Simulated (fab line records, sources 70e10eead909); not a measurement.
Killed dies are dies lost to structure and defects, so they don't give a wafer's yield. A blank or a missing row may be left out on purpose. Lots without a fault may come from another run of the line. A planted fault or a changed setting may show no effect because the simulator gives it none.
fab line records | flow nand_harc
record lots=14 wafers=42 last_day=33
route steps=1302 shown A_BLC@1118 A_M0@1144
lots that met no fault: from a run of the same line without faults
start_h: hours from the record's first day to the start of the lot's first wafer shown | wait_h: hours since the lot's step before | " the same as in the row above | L1.1+2: a row that stands for several wafers | - no value, or no start given | * or withheld: withheld | < > ~ a bound
route shown NAME@n: a module of which the file shows steps, and the number in the route of the first | usual: mean/standard deviation of fault-free wafers | same: alike in all rows | chamber/n: place in a boat | sites: the reading at each site | _std_site: their standard deviation | _edge_site: outer sites' mean less inner sites' | radius_mm: how far each site lies from the wafer's centre | mask NAME#n: copy n | behind: the tool/chamber that last shaped the wafer | hold: why the lot was held/for how many hours/how that ended | device: the transistor (n, p or np) that didn't switch | end of line: the same wafers' tests at the end of the route | a step without rows: its recipe alone | killed: dies lost to structure and defects at the first sort, not the wafer's yield | map: a wafer's dies, x killed, . not, _ none there
set.NAME: the setting as run; set.NAME@STEP: as run at that earlier step | model.NAME: the simulator's own value behind a step, which no gauge read
steps of the route over a sample of lots; a table a step, a row a wafer
services: from which hour (start_h, from the record's first day; less than 0 if before it) a tool's chamber was out of use, for how many hours, and why
## steps
# step NHARC_A_BLC_OVL_MEAS_11
# usual overlay_x_nm=-0.2/0.77 overlay_y_nm=0.0/1
# columns lot.wafer tool chamber start_h wait_h overlay_x_nm overlay_y_nm
L827.1 overlay-02 - 519.59 - -0.4 0.1
L827.3 " - " " 0.1 -0.4
L827.6 " - " " -0.7 0.3
L828.3 overlay-02 - 533.59 - 0.3 -1.1
L828.5 " - " " 0.4 -1.6
L828.6 " - " " 0.7 -1.2
L829.2 overlay-01 - 534.26 - -2.2 -1.3
L829.3 " - " " -2.0 -1.8
L829.4 " - " " -2.0 -1.4
L830.3 overlay-02 - 557.89 - -0.5 -0.8
L830.4 " - " " 0.3 -0.5
L830.5 " - " " 0.2 -0.5
L831.2 overlay-01 - 559.41 - 0.1 0.2
L831.3 " - " " 0.2 -0.2
L831.6 " - " " -0.2 0.1
L832.1 overlay-02 - 581.54 - 0.0 0.0
L832.2 " - " " 0.4 -0.3
L832.6 " - " " 0.2 0.1
L833.1 overlay-02 - 587.96 - -1.2 -1.0
L833.4 " - " " -1.1 -0.7
L833.5 " - " " -1.2 -0.3
L834.1 overlay-02 - 589.37 - -0.7 0.6
L834.4 " - " " -0.3 0.8
L834.6 " - " " -1.1 0.6
L835.2 overlay-02 - 595.36 - 0.2 2.1
L835.5 " - " " 0.1 2.7
L835.6 " - " " 0.1 2.4
L838.1 overlay-02 - 610.97 - -0.3 0.0
L838.4 " - " " 0.0 0.0
L838.5 " - " " 0.1 -0.4
L837.3 overlay-02 - 616.26 - 0.1 -0.8
L837.4 " - " " 0.9 -0.5
L837.5 " - " " 0.3 -1.2
L841.3 overlay-02 - 668.26 - -0.7 0.8
L841.4 " - " " -0.7 0.5
L841.6 " - " " -0.5 0.9
L843.1 overlay-01 - 677.78 - 1.2 0.6
L843.4 " - " " 0.8 0.5
L843.6 " - " " 0.7 0.1
L849.2 overlay-02 - 756.38 - -0.2 -1.7
L849.3 " - " " 0.3 -1.8
L849.6 " - " " 0.1 -1.8
# step NHARC_A_BLC_ETCH_16
# recipe target_depth_a=390 over_etch_frac=0.3 time_s=65 ion_energy_ev=80 cf4_flow_sccm=150 ar_flow_sccm=0 rf_w=300 bias_w=100 chemistry=CF4
# usual drypump_motor_current_A=5.7/0.37 oes_product_au=1.000/0.0067 rf_vpp_V=150.7/1.3 showerhead_plenum_p_Torr=1.73/0.077 throttle_valve_pct=13.284/0.0087
# columns lot.wafer tool chamber start_h wait_h drypump_motor_current_A oes_product_au rf_hours_counter_h rf_vpp_V showerhead_plenum_p_Torr throttle_valve_pct
L827.3 rie_diel-10 0 519.78 0.1 5.5 0.998 7 153.2 1.87 13.289
L827.1 " 3 " " 5.6 1.005 6 151.2 1.70 13.290
L827.6 " 0 " " 5.5 1.006 - 153.5 1.87 13.268
L828.3 rie_diel-12 3 533.83 0.1 5.7 1.002 27 150.1 1.70 13.284
L828.5 " 1 " " 5.2 0.999 - 152.0 1.72 13.288
L828.6 " 0 " " 6.6 1.005 - 149.7 1.67 13.286
L829.4 rie_diel-10 2 534.44 0.1 5.1 1.005 8 152.3 1.82 13.273
L829.2 " 3 " " 5.6 1.002 8 152.2 1.70 13.281
L829.3 " 1 " " 5.4 0.992 8 150.1 1.66 13.284
L830.4 rie_diel-10 3 558.08 0.1 5.6 0.993 10 149.6 1.70 13.290
L830.3 " 0 " " 5.5 0.993 11 152.5 1.87 13.297
L830.5 " 3 " " 5.6 0.997 - 150.0 1.70 13.289
L831.3 rie_diel-12 3 559.60 0.1 5.7 1.006 38 149.7 1.70 13.259
L831.2 " 1 " " 5.1 0.995 37 151.5 1.72 13.285
L831.6 " 3 " " 5.7 1.003 - 150.3 1.70 13.292
L832.1 rie_diel-08 1 581.73 0.1 5.8 0.995 1 152.5 1.86 13.297
L832.2 " 2 " " 6.0 1.005 2 147.9 1.67 13.286
L832.6 " 1 " " 5.8 1.005 - 153.5 1.86 13.303
L833.4 rie_diel-10 3 588.15 0.1 5.6 0.990 13 150.4 1.70 13.286
L833.1 " 1 " " 5.4 1.001 12 149.3 1.66 13.291
L833.5 " 2 " " 5.1 0.991 - 150.1 1.82 13.278
L834.1 rie_diel-12 3 589.56 0.1 5.7 0.997 46 150.7 1.69 13.289
L834.4 " 2 " " 6.0 0.999 43 149.6 1.67 13.279
L834.6 " 0 " " 6.5 1.010 - 151.0 1.67 13.287
L835.2 rie_diel-12 1 595.56 0.1 5.1 0.992 52 151.4 1.72 13.278
L835.5 " 3 " " 5.7 0.986 - 149.3 1.69 13.279
L835.6 " 0 " " 6.6 1.007 - 147.5 1.67 13.281
L838.1 rie_diel-10 3 611.15 0.1 5.6 0.991 0 150.4 1.70 13.276
L838.4 " 1 " " 5.3 1.007 1 148.9 1.66 13.276
L838.5 " 3 " " 5.6 0.994 - 150.0 1.70 13.273
L837.3 rie_diel-08 0 616.45 0.1 5.9 1.006 4 151.0 1.72 13.285
L837.4 " 1 " " 5.7 1.006 3 152.8 1.86 13.290
L837.5 " 3 " " 5.2 1.004 - 150.9 1.68 13.282
L841.4 rie_diel-08 2 668.44 0.1 6.0 0.985 7 150.1 1.67 13.278
L841.3 " 1 " " 5.8 0.996 6 151.3 1.86 13.291
L841.6 " 2 " " 6.0 0.995 - 150.0 1.67 13.269
L843.1 rie_diel-08 2 677.97 0.1 6.0 1.015 8 150.7 1.67 13.291
L843.4 " 0 " " 5.9 1.000 8 150.0 1.72 13.274
L843.6 " 1 " " 5.8 1.003 - 152.0 1.86 13.293
L849.2 rie_diel-10 1 756.57 0.1 5.4 0.992 14 148.9 1.66 13.281
L849.3 " 2 " " 5.1 1.007 13 150.6 1.82 13.297
L849.6 " 0 " " 5.5 1.004 - 154.1 1.87 13.294
# step NHARC_A_M0_EXPOSE_06
# recipe na=1.35 target_cd_nm=80 dose_mj=83.25 mask_id=A_M0
# usual exposure_dose_mJ_cm2=83.8/0.83
# columns lot.wafer tool chamber start_h wait_h mask exposure_dose_mJ_cm2
L827.1 arfi_scanner-03 0 523.29 - A_M0#0 83.2
L827.3 " 0 " " A_M0#0 83.2
L827.6 " 0 " " A_M0#0 83.2
L828.3 arfi_scanner-03 0 537.73 - A_M0#0 83.3
L828.5 " 0 " " A_M0#0 83.2
L828.6 " 0 " " A_M0#0 83.2
L829.2 arfi_scanner-02 0 538.13 - A_M0#0 84.9
L829.3 " 0 " " A_M0#0 84.9
L829.4 " 0 " " A_M0#0 84.8
L830.3 arfi_scanner-03 0 562.04 - A_M0#0 83.1
L830.4 " 0 " " A_M0#0 83.0
L830.5 " 0 " " A_M0#0 83.1
L831.2 arfi_scanner-02 0 563.70 - A_M0#0 84.8
L831.3 " 0 " " A_M0#0 84.7
L831.6 " 0 " " A_M0#0 84.8
L832.1 arfi_scanner-03 0 585.47 - A_M0#0 82.9
L832.2 " 0 " " A_M0#0 83.1
L832.6 " 0 " " A_M0#0 82.9
L833.1 arfi_scanner-01 0 591.89 - A_M0#0 83.2
L833.4 " 0 " " A_M0#0 83.2
L833.5 " 0 " " A_M0#0 83.2
L834.1 arfi_scanner-02 0 593.20 - A_M0#0 84.8
L834.4 " 0 " " A_M0#0 84.9
L834.6 " 0 " " A_M0#0 84.9
L835.2 arfi_scanner-02 0 599.07 - A_M0#0 84.8
L835.5 " 0 " " A_M0#0 84.8
L835.6 " 0 " " A_M0#0 84.7
L838.1 arfi_scanner-02 0 614.66 - A_M0#0 84.7
L838.4 " 0 " " A_M0#0 84.8
L838.5 " 0 " " A_M0#0 84.7
L837.3 arfi_scanner-02 0 619.93 - A_M0#0 71.4
L837.4 " 0 " " A_M0#0 71.4
L837.5 " 0 " " A_M0#0 71.4
L841.3 arfi_scanner-02 0 672.09 - A_M0#0 74.0
L841.4 " 0 " " A_M0#0 74.1
L841.6 " 0 " " A_M0#0 74.2
L843.1 arfi_scanner-03 0 681.76 - A_M0#0 83.0
L843.4 " 0 " " A_M0#0 83.0
L843.6 " 0 " " A_M0#0 83.0
L849.2 arfi_scanner-03 0 760.31 - A_M0#0 83.0
L849.3 " 0 " " A_M0#0 83.0
L849.6 " 0 " " A_M0#0 83.1
# step NHARC_A_M0_CD_MEAS_09
# recipe target_cd_nm=80 landing_energy_ev=500
# usual cd_nm=80.2/0.55
# columns lot.wafer tool chamber start_h wait_h cd_nm
L827.1 cd_sem-01 0 523.43 - 80.8
L827.3 " 0 " " 80.2
L827.6 " 0 " " 79.6
L828.3 cd_sem-02 0 537.86 - 80.7
L828.5 " 0 " " 79.7
L828.6 " 0 " " 80.4
L829.2 cd_sem-02 0 538.27 - 79.6
L829.3 " 0 " " 80.0
L829.4 " 0 " " 80.4
L830.3 cd_sem-02 0 562.18 - 80.6
L830.4 " 0 " " 80.4
L830.5 " 0 " " 79.6
L831.2 cd_sem-01 0 563.84 - 80.9
L831.3 " 0 " " 80.2
L831.6 " 0 " " 80.2
L832.1 cd_sem-03 0 585.61 - 80.1
L832.2 " 0 " " 80.0
L832.6 " 0 " " 79.9
L833.1 cd_sem-02 0 592.03 - 79.9
L833.4 " 0 " " 79.4
L833.5 " 0 " " 79.2
L834.1 cd_sem-03 0 593.34 - 80.1
L834.4 " 0 " " 80.3
L834.6 " 0 " " 79.8
L835.2 cd_sem-02 0 599.21 - 80.3
L835.5 " 0 " " 80.6
L835.6 " 0 " " 79.4
L838.1 cd_sem-03 0 614.80 - 80.4
L838.4 " 0 " " 80.6
L838.5 " 0 " " 79.9
L837.3 cd_sem-01 0 620.07 - 68.2
L837.4 " 0 " " 68.8
L837.5 " 0 " " 69.0
L841.3 cd_sem-03 0 672.22 - 71.7
L841.4 " 0 " " 72.2
L841.6 " 0 " " 72.1
L843.1 cd_sem-03 0 681.90 - 79.8
L843.4 " 0 " " 80.7
L843.6 " 0 " " 80.5
L849.2 cd_sem-01 0 760.45 - 80.6
L849.3 " 0 " " 80.9
L849.6 " 0 " " 81.2
# step NHARC_A_M0_DEGAS_28
# recipe temp_c=250 time_s=60
# usual heater_power_w=340/27
# columns lot.wafer tool chamber start_h wait_h heater_power_w
L827.1 pvd_sputter-01 - 524.53 - 372
L827.3 " - " " 372
L827.6 " - " " 359
L828.3 pvd_sputter-01 - 538.98 - 331
L828.6 " - " " 323
L828.5 " - " " 375
L829.4 pvd_sputter-03 - 539.39 - 316
L829.2 " - " " 353
L829.3 " - " " 359
L830.3 pvd_sputter-02 - 563.38 - 327
L830.4 " - " " 299
L830.5 " - " " 335
L831.3 pvd_sputter-03 - 565.04 - 321
L831.2 " - " " 344
L831.6 " - " " 371
L832.2 pvd_sputter-02 - 586.74 - 309
L832.1 " - " " 342
L832.6 " - " " 330
L833.4 pvd_sputter-01 - 593.13 - 297
L833.1 " - " " 376
L833.5 " - " " 300
L834.1 pvd_sputter-03 - 594.44 - 342
L834.4 " - " " 309
L834.6 " - " " 336
L835.2 pvd_sputter-03 - 600.32 - 347
L835.6 " - " " 348
L835.5 " - " " 326
L838.4 pvd_sputter-01 - 615.91 - 334
L838.1 " - " " 368
L838.5 " - " " 305
L837.3 pvd_sputter-01 - 621.22 - 301
L837.4 " - " " 387
L837.5 " - " " 300
L841.3 pvd_sputter-02 - 673.36 - 314
L841.4 " - " " 341
L841.6 " - " " 336
L843.4 pvd_sputter-02 - 683.08 - 334
L843.1 " - " " 310
L843.6 " - " " 341
L849.2 pvd_sputter-03 - 761.58 - 358
L849.3 " - " " 328
L849.6 " - " " 363
## services
# columns tool chamber start_h hours kind
pvd_sputter-02 - 505.00 23.0 repair
rie_diel-12 0 513.71 4.4 repair
pvd_sputter-03 - 526.01 10.0 pm
rie_diel-08 - 528.04 0.5 repair
rie_diel-12 2 530.79 7.1 repair
arfi_scanner-03 - 540.00 4.0 pm
pvd_sputter-01 - 553.21 1.1 repair
pvd_sputter-03 - 578.29 5.6 repair
arfi_scanner-02 - 580.24 1.7 repair
pvd_sputter-01 - 582.00 10.0 pm
pvd_sputter-03 - 622.00 1.2 repair
pvd_sputter-01 - 634.66 4.1 repair
rie_diel-10 3 638.22 4.4 repair
arfi_scanner-03 - 641.78 1.3 repair
arfi_scanner-02 - 656.00 4.0 pm
arfi_scanner-02 - 661.98 2.1 repair
arfi_scanner-02 - 672.67 0.6 repair
rie_diel-10 - 692.57 0.8 repair
pvd_sputter-03 - 704.01 10.0 pm
rie_diel-10 3 708.34 6.6 repair
arfi_scanner-03 - 712.00 4.0 pm
arfi_scanner-02 - 725.21 0.7 repair
pvd_sputter-01 - 741.89 9.3 repair
pvd_sputter-01 - 760.00 10.0 pm
## key
first_sign step=NHARC_A_M0_EXPOSE_06 reading=exposure_dose_mJ_cm2 direction=down sigmas=13 usual=83.8 struck=72.7
effect step=NHARC_A_M0_CD_MEAS_09 reading=cd_nm direction=down sigmas=18 usual=80.2 struck=70.3 through=control_loop
met_at NHARC_A_M0_EXPOSE_06
struck_lots L837,L841
sort_left_out L837.3,L837.4,L837.5,L841.3,L841.4,L841.6
loop_trim step=NHARC_A_M0_EXPOSE_06 setting=dose lots=L841
not_acting_at NHARC_A_BLC_OVL_MEAS_11,NHARC_A_BLC_ETCH_16,NHARC_A_M0_DEGAS_28
onset_between 614.66 619.93
fault kind=process_parameter_drift tool=arfi_scanner-02 chamber=- onset_h=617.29 steps=NHARC_A_M0_EXPOSE_06 channel=dose_mj offset=-13.364 shape=step acts_in=these_recipes_only stated=83.25
# sort_left_out: the simulated sort isn't trusted on such a fault, so these wafers' sort isn't shown, and their yield isn't known
# loop_trim: a control loop set the setting to another value than it would have without faults
